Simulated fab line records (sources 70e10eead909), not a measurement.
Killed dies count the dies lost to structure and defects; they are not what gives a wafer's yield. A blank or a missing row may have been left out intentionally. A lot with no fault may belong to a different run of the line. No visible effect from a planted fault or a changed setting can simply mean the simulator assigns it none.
Which of the tools did it? ; flow nandHarc ; 22 lots with 66 wafers sampled at 6 steps, on a route of 1159 steps

== WHAT EACH GAUGE READ, for each wafer ==
The record holds no reading of a measuring or inspecting step that can be judged against a usual standard deviation.

== WHAT TOOL EACH LOT RAN ON (gives the tool, then ch and the chambers of the sampled wafers, and finally the start) ==
lot;NHARC_A_CHANNEL_HOLE_D1_ETCH_22;NHARC_A_CHANNEL_HOLE_D1_ETCH_44;NHARC_A_CHANNEL_HOLE_D1_XSEM_31;NHARC_A_CHANNEL_FILL_D1_STRIP_29;NHARC_A_STAIRCASE_ETCH_15;NHARC_A_STAIRCASE_TRIM_26
L074;harEtch-02 ch 0,1, day 8 18:18;rieDiel-02 ch 0,2,3, day 8 22:02;xsem-02 ch 0, day 8 22:56;rieDiel-05 ch 0,3, no start;rieDiel-03 ch 0,2, no start;rieDiel-06 ch 0,1, no start
L076;harEtch-02 ch 0,1, day 8 22:30;rieDiel-01 ch 0,3, day 9 02:14;xsem-02 ch 0, day 9 03:08;rieDiel-11 ch 1,2, no start;rieDiel-03 ch 0,3, no start;rieDiel-03 ch 0,2, no start
L077;harEtch-01 ch 0,1, day 9 06:24;rieDiel-02 ch 1,2,3, day 9 10:15;xsem-01 ch 0, day 9 11:08;rieDiel-11 ch 0,1,3, no start;rieDiel-06 ch 0,2, no start;rieDiel-13 ch 0,2, no start
L078;harEtch-02 ch 0,1, day 9 07:17;rieDiel-01 ch 1,2, day 9 11:02;xsem-02 ch 0, day 9 11:55;rieDiel-05 ch 1,2,3, no start;rieDiel-03 ch 0,2, no start;rieDiel-03 ch 1,2, no start
L079;harEtch-01 ch 0,1, day 9 10:44;rieDiel-01 ch 0,1,2, day 9 14:26;xsem-01 ch 0, day 9 15:18;rieDiel-05 ch 0,3, no start;rieDiel-03 ch 0,1,2, no start;rieDiel-03 ch 0,3, no start
L080;harEtch-02 ch 0,1, day 9 11:25;rieDiel-02 ch 0,1,3, day 9 15:11;xsem-02 ch 0, day 9 16:04;rieDiel-11 ch 1,2,3, no start;rieDiel-13 ch 0,1,2, no start;rieDiel-06 ch 0,3, no start
L082;harEtch-01 ch 0,1, day 9 22:16;rieDiel-01 ch 0,1, day 10 02:07;xsem-01 ch 0, day 10 03:01;rieDiel-05 ch 0,1,3, no start;rieDiel-06 ch 0,1,3, no start;rieDiel-06 ch 0,1,3, no start
L081;harEtch-02 ch 0,1, day 9 22:29;rieDiel-02 ch 0,2,3, day 10 02:20;xsem-02 ch 0, day 10 03:14;rieDiel-05 ch 0,2, no start;rieDiel-13 ch 0,2, no start;rieDiel-13 ch 1,2, no start
L083;harEtch-01 ch 0,1, day 10 20:53;rieDiel-10 ch 0,1,3, day 11 00:46;xsem-01 ch 0, day 11 01:38;rieDiel-11 ch 0,1,2, no start;rieDiel-03 ch 0,1,2, no start;rieDiel-06 ch 0,2,3, no start
L085;harEtch-02 ch 0,1, day 10 23:50;rieDiel-01 ch 0,1,2, day 11 03:37;xsem-02 ch 0, day 11 04:31;rieDiel-11 ch 0,1,3, day 13 01:50;rieDiel-13 ch 1,2,3, no start;rieDiel-13 ch 0,1,3, no start
L084;harEtch-01 ch 0,1, day 11 01:15;rieDiel-02 ch 1,2,3, day 11 04:56;xsem-01 ch 0, day 11 05:48;rieDiel-05 ch 0,1,2, no start;rieDiel-06 ch 0,1,3, no start;rieDiel-13 ch 0,1,2, no start
L086;harEtch-02 ch 0,1, day 11 12:35;rieDiel-01 ch 1,2,3, day 11 16:22;xsem-02 ch 0, day 11 17:16;rieDiel-07 ch 0,1,2, no start;rieDiel-13 ch 0,1,2, no start;rieDiel-13 ch 1,2,3, no start
L087;harEtch-01 ch 1, day 11 13:22;rieDiel-02 ch 0,2,3, day 11 17:09;xsem-01 ch 0, day 11 18:31;rieDiel-11 ch 1,3, no start;rieDiel-03 ch 0,2,3, no start;rieDiel-06 ch 0,1, no start
L088;harEtch-02 ch 0,1, day 11 16:46;rieDiel-02 ch 0,2,3, day 11 20:31;xsem-02 ch 0, day 11 21:24;rieDiel-05 ch 0,1, day 13 16:42;rieDiel-13 ch 2,3, no start;rieDiel-13 ch 1,2,3, no start
L090;harEtch-02 ch 0,1, day 12 07:40;rieDiel-10 ch 0,1,2, day 12 11:28;xsem-02 ch 0, day 12 12:20;rieDiel-05 ch 1,2, day 14 07:45;rieDiel-13 ch 2,3, no start;rieDiel-13 ch 1,2,3, no start
L091;harEtch-02 ch 0,1, day 12 16:52;rieDiel-10 ch 0,2,3, day 12 20:40;xsem-01 ch 0, day 12 21:32;rieDiel-11 ch 1,3, no start;rieDiel-06 ch 1,2, no start;rieDiel-13 ch 0,1, no start
L092;harEtch-01 ch 0,1, day 12 18:39;rieDiel-10 ch 1,2,3, day 12 22:26;xsem-02 ch 0, day 12 23:19;rieDiel-05 ch 0,2, day 14 19:55;rieDiel-13 ch 2,3, no start;rieDiel-13 ch 1,2,3, no start
L093;harEtch-02 ch 1, day 13 04:35;rieDiel-01 ch 1,2,3, day 13 08:22;xsem-01 ch 0, day 13 09:14;rieDiel-07 ch 0,1,3, no start;rieDiel-13 ch 0,1,3, no start;rieDiel-13 ch 0,1, no start
L094;harEtch-01 ch 0,1, day 13 05:18;rieDiel-02 ch 1,2, day 13 08:59;xsem-02 ch 0, day 13 09:55;rieDiel-11 ch 1,2,3, no start;rieDiel-03 ch 0,3, no start;rieDiel-03 ch 0,1,3, no start
L096;harEtch-02 ch 0,1, day 13 20:17;rieDiel-01 ch 0,1, day 13 23:57;xsem-01 ch 0, day 14 00:50;rieDiel-11 ch 2,3, no start;rieDiel-03 ch 1,2, no start;rieDiel-13 ch 1,2,3, no start
L095;harEtch-02 ch 0,1, day 14 00:16;rieDiel-10 ch 0,1,2, day 14 04:07;xsem-02 ch 0, day 14 05:01;rieDiel-11 ch 1,2,3, no start;rieDiel-13 ch 0,1,3, no start;rieDiel-13 ch 0,2,3, no start
L097;harEtch-02 ch 0,1, day 14 09:40;rieDiel-01 ch 1,2,3, day 14 13:26;xsem-01 ch 0, day 14 14:19;rieDiel-05 ch 2,3, no start;rieDiel-06 ch 0,2,3, no start;rieDiel-06 ch 1,2,3, no start
- NHARC_A_CHANNEL_HOLE_D1_ETCH_22: etches the open film in C4F8/O2/Ar, time 666.7 s, target depth 1600 nm.
- NHARC_A_CHANNEL_HOLE_D1_ETCH_44: etches the open film in CF4/O2, target depth 140 nm, overetch 14 nm, time 77 s.
- NHARC_A_CHANNEL_HOLE_D1_XSEM_31
- NHARC_A_CHANNEL_FILL_D1_STRIP_29: strips in O2, time 20 s.
- NHARC_A_STAIRCASE_ETCH_15: etches the open film in C4F8/O2, target depth 100 nm, time 40.5 s.
- NHARC_A_STAIRCASE_TRIM_26: chemistry O2, time 211.2 s.

== WHAT THE TOOLS THEMSELVES READ (means of the sampled wafers that have a number; where no wafer has one, the mark that the record gives instead) ==
NHARC_A_CHANNEL_HOLE_D1_ETCH_22. Usual: drypumpMotorCurrentA 5.7 A, standard deviation 0.41; showerheadPlenumPTorr 3.75 Torr, standard deviation 0.088; throttleValvePct 32.155 %, standard deviation 0.0094.
lot;tool;drypumpMotorCurrentA (A);showerheadPlenumPTorr (Torr);throttleValvePct (%);flag
L074;harEtch-02;6.0;3.80;32.158;
L076;harEtch-02;6.0;3.83;32.150;
L077;harEtch-01;5.4;3.66;32.156;
L078;harEtch-02;6.0;3.83;32.146;
L079;harEtch-01;5.2;3.70;32.161;
L080;harEtch-02;6.0;3.80;32.153;
L082;harEtch-01;5.2;3.69;32.155;
L081;harEtch-02;6.1;3.83;32.159;
L083;harEtch-01;5.2;3.69;32.159;
L085;harEtch-02;6.0;3.79;32.149;
L084;harEtch-01;5.5;3.65;32.152;
L086;harEtch-02;6.0;3.82;32.147;
L087;harEtch-01;5.0;3.72;32.156;
L088;harEtch-02;6.0;3.82;32.143;
L090;harEtch-02;6.1;3.81;32.158;
L091;harEtch-02;6.0;3.81;32.152;
L092;harEtch-01;5.2;3.68;32.155;
L093;harEtch-02;6.1;3.84;32.146;
L094;harEtch-01;5.2;3.67;32.151;
L096;harEtch-02;6.0;3.80;32.159;
L095;harEtch-02;6.0;3.77;32.155;
L097;harEtch-02;6.0;3.80;32.157;

NHARC_A_CHANNEL_HOLE_D1_ETCH_44. Usual: drypumpMotorCurrentA 5.9 A, standard deviation 0.4; oes_f_703_au 1.001 a.u., standard deviation 0.0046; oes_o_777_au 1.000 a.u., standard deviation 0.0043; oesProductAu 1.002 a.u., standard deviation 0.0084; rfVppV 197.9 V, standard deviation 1.2; showerheadPlenumPTorr 1.34 Torr, standard deviation 0.041; throttleValvePct 13.396 %, standard deviation 0.0094.
lot;tool;drypumpMotorCurrentA (A);oes_f_703_au (a.u.);oes_o_777_au (a.u.);oesProductAu (a.u.);rfVppV (V);showerheadPlenumPTorr (Torr);throttleValvePct (%);flag
L074;rieDiel-02;5.8;1.000;1.002;1.003;197.6;1.32;13.402;
L076;rieDiel-01;6.4;0.997;0.998;1.012;198.0;1.35;13.402;
L077;rieDiel-02;5.6;0.999;1.001;0.998;199.1;1.36;13.404;
L078;rieDiel-01;6.2;0.998;1.000;1.003;197.3;1.30;13.392;
L079;rieDiel-01;6.3;1.001;1.001;0.999;197.9;1.33;13.400;
L080;rieDiel-02;5.5;1.003;1.003;1.000;198.7;1.35;13.391;
L082;rieDiel-01;6.5;1.005;1.000;1.003;197.6;1.35;13.394;
L081;rieDiel-02;5.8;0.996;0.998;0.997;197.9;1.32;13.389;
L083;rieDiel-10;5.8;0.998;0.999;1.001;198.8;1.38;13.402;
L085;rieDiel-01;6.4;1.001;0.999;1.007;196.9;1.32;13.399;
L084;rieDiel-02;5.6;1.001;0.998;1.008;198.1;1.36;13.392;
L086;rieDiel-01;6.1;0.997;0.999;0.997;196.4;1.30;13.395;
L087;rieDiel-02;5.8;0.995;0.997;1.002;197.3;1.32;13.395;
L088;rieDiel-02;5.8;1.001;0.999;1.002;197.8;1.32;13.393;
L090;rieDiel-10;5.8;0.999;1.002;1.011;198.1;1.36;13.383;
L091;rieDiel-10;5.9;1.004;0.998;1.005;197.9;1.34;13.397;
L092;rieDiel-10;5.7;1.003;0.998;1.002;198.2;1.35;13.408;
L093;rieDiel-01;6.1;0.998;1.000;0.997;197.5;1.30;13.398;
L094;rieDiel-02;5.6;1.002;1.000;1.005;199.1;1.36;13.392;
L096;rieDiel-01;6.5;0.999;1.001;1.006;198.8;1.35;13.389;
L095;rieDiel-10;5.8;1.003;0.997;1.004;198.5;1.36;13.389;
L097;rieDiel-01;6.1;0.996;1.008;0.997;197.2;1.30;13.389;

NHARC_A_CHANNEL_HOLE_D1_XSEM_31. Usual: botCdNm 74.1 nm, standard deviation 1.7; bowNm 8.55 nm, standard deviation 0.25; tiltDeg 0.05 degrees, standard deviation 0.041.
lot;tool;botCdNm (nm);bowNm (nm);tiltDeg (degrees);flag
L074;xsem-02;73.2;8.87;-0.02;
L076;xsem-02;73.1;8.53;0.01;
L077;xsem-01;73.9;8.66;0.11;
L078;xsem-02;72.1;8.85;0.04;
L079;xsem-01;72.7;8.55;0.01;
L080;xsem-02;72.8;8.96;0.06;
L082;xsem-01;74.6;8.29;0.04;
L081;xsem-02;72.8;8.60;-0.04;
L083;xsem-01;76.9;8.53;0.07;
L085;xsem-02;74.6;8.51;0.09;
L084;xsem-01;73.9;8.35;0.08;
L086;xsem-02;73.6;8.72;0.08;
L087;xsem-01;75.2;9.12;0.04;
L088;xsem-02;74.0;8.48;0.02;
L090;xsem-02;76.8;8.57;0.02;
L091;xsem-01;74.4;8.25;0.03;
L092;xsem-02;75.2;8.49;0.05;
L093;xsem-01;73.1;8.20;0.03;
L094;xsem-02;74.2;8.61;0.10;
L096;xsem-01;73.5;8.68;0.05;
L095;xsem-02;75.3;8.14;0.09;
L097;xsem-01;74.0;8.17;0.10;

NHARC_A_CHANNEL_FILL_D1_STRIP_29. Usual: drypumpMotorCurrentA 5.5 A, standard deviation 0.32; oesProductAu 0.995 a.u., standard deviation 0.0088; rfVppV 57.8 V, standard deviation 0.89; showerheadPlenumPTorr 3.57 Torr, standard deviation 0.14; throttleValvePct 17.037 %, standard deviation 0.0093.
lot;tool;drypumpMotorCurrentA (A);oesProductAu (a.u.);rfVppV (V);showerheadPlenumPTorr (Torr);throttleValvePct (%);flag
L074;rieDiel-05;5.9;1.003;58.3;3.60;17.045;
L076;rieDiel-11;5.5;1.000;57.3;3.47;17.036;
L077;rieDiel-11;5.3;0.997;58.7;3.63;17.029;
L078;rieDiel-05;5.8;0.999;57.7;3.54;17.030;
L079;rieDiel-05;5.7;1.002;58.6;3.60;17.034;
L080;rieDiel-11;5.4;0.989;58.0;3.51;17.024;
L082;rieDiel-05;5.9;1.002;57.6;3.53;17.035;
L081;rieDiel-05;5.5;0.988;58.5;3.62;17.040;
L083;rieDiel-11;5.5;0.999;57.2;3.59;17.032;
L085;rieDiel-11;5.3;1.000;58.0;3.63;17.025;
L084;rieDiel-05;5.6;0.987;57.4;3.54;17.035;
L086;rieDiel-07;5.4;1.004;58.1;3.65;17.036;
L087;rieDiel-11;5.4;0.995;58.3;3.65;17.037;
L088;rieDiel-05;5.9;0.986;57.6;3.46;17.044;
L090;rieDiel-05;5.8;0.998;57.3;3.47;17.039;
L091;rieDiel-11;5.4;0.997;58.7;3.65;17.044;
L092;rieDiel-05;5.5;0.989;58.3;3.62;17.035;
L093;rieDiel-07;5.4;1.003;59.0;3.68;17.041;
L094;rieDiel-11;5.4;0.992;57.7;3.50;17.037;
L096;rieDiel-11;5.3;0.985;57.2;3.36;17.040;
L095;rieDiel-11;5.4;0.985;57.1;3.50;17.027;
L097;rieDiel-05;5.8;0.999;58.3;3.60;17.030;

NHARC_A_STAIRCASE_ETCH_15. Usual: oesProductAu 0.939 a.u., standard deviation 0.012; rfVppV 897 V, standard deviation 6.2.
lot;tool;oesProductAu (a.u.);rfVppV (V);flag
L074;rieDiel-03;0.923;896;
L076;rieDiel-03;0.926;899;
L077;rieDiel-06;0.947;901;
L078;rieDiel-03;0.923;899;
L079;rieDiel-03;0.938;898;
L080;rieDiel-13;0.929;895;
L082;rieDiel-06;0.923;891;
L081;rieDiel-13;0.936;896;
L083;rieDiel-03;0.929;897;
L085;rieDiel-13;0.953;896;
L084;rieDiel-06;0.942;891;
L086;rieDiel-13;0.926;895;
L087;rieDiel-03;0.930;898;
L088;rieDiel-13;0.935;894;
L090;rieDiel-13;0.941;899;
L091;rieDiel-06;0.961;896;
L092;rieDiel-13;0.937;899;
L093;rieDiel-13;0.948;900;
L094;rieDiel-03;0.931;898;
L096;rieDiel-03;0.947;898;
L095;rieDiel-13;0.945;901;
L097;rieDiel-06;0.943;895;

NHARC_A_STAIRCASE_TRIM_26. Usual: drypumpMotorCurrentA 5.5 A, standard deviation 0.34; oesProductAu 1.002 a.u., standard deviation 0.0081; rfVppV 57.9 V, standard deviation 0.97; showerheadPlenumPTorr 3.53 Torr, standard deviation 0.18; throttleValvePct 17.036 %, standard deviation 0.0095.
lot;tool;drypumpMotorCurrentA (A);oesProductAu (a.u.);rfVppV (V);showerheadPlenumPTorr (Torr);throttleValvePct (%);flag
L074;rieDiel-06;5.2;1.004;56.6;3.42;17.033;
L076;rieDiel-03;5.2;0.989;57.5;3.55;17.035;
L077;rieDiel-13;5.4;1.003;58.3;3.54;17.040;
L078;rieDiel-03;5.2;1.006;58.2;3.64;17.033;
L079;rieDiel-03;5.5;0.992;57.2;3.59;17.028;
L080;rieDiel-06;5.8;0.992;57.2;3.36;17.034;
L082;rieDiel-06;5.6;1.004;57.8;3.38;17.035;
L081;rieDiel-13;5.4;1.005;57.8;3.48;17.036;
L083;rieDiel-06;5.8;1.004;57.8;3.50;17.043;
L085;rieDiel-13;5.5;1.007;58.5;3.67;17.045;
L084;rieDiel-13;5.4;1.003;57.6;3.50;17.038;
L086;rieDiel-13;5.6;0.998;57.7;3.56;17.037;
L087;rieDiel-06;5.2;1.004;57.2;3.40;17.035;
L088;rieDiel-13;5.6;1.002;58.0;3.56;17.039;
L090;rieDiel-13;5.6;0.994;58.2;3.55;17.039;
L091;rieDiel-13;5.4;1.006;58.0;3.58;17.046;
L092;rieDiel-13;5.6;1.005;58.4;3.55;17.032;
L093;rieDiel-13;5.4;1.005;58.0;3.58;17.037;
L094;rieDiel-03;5.8;1.005;58.9;3.61;17.039;
L096;rieDiel-13;5.6;1.000;58.0;3.55;17.034;
L095;rieDiel-13;5.6;0.998;58.2;3.57;17.025;
L097;rieDiel-06;5.6;1.000;57.4;3.51;17.041;

== THE ANSWER, worked out from the rows above alone ==
Rule: a lot counts as off when the mean over its wafers that have a number is more than 3 standard deviations away from the usual mean. A lot without any number at a reading at which 4 lots or more have one is off too. The other lots that the step has rows for count as sound. The gauges are gone through in route order, then the tools' own readings, and for those a lot's mean is taken as printed above. The first step at which some lot is off is used, and at that step the reading that is off furthest; a lot without a number counts as furthest.
No lot is off at any reading shown: from this, nothing can be told.

== WHAT THE SIMULATOR HAD INSERTED ==
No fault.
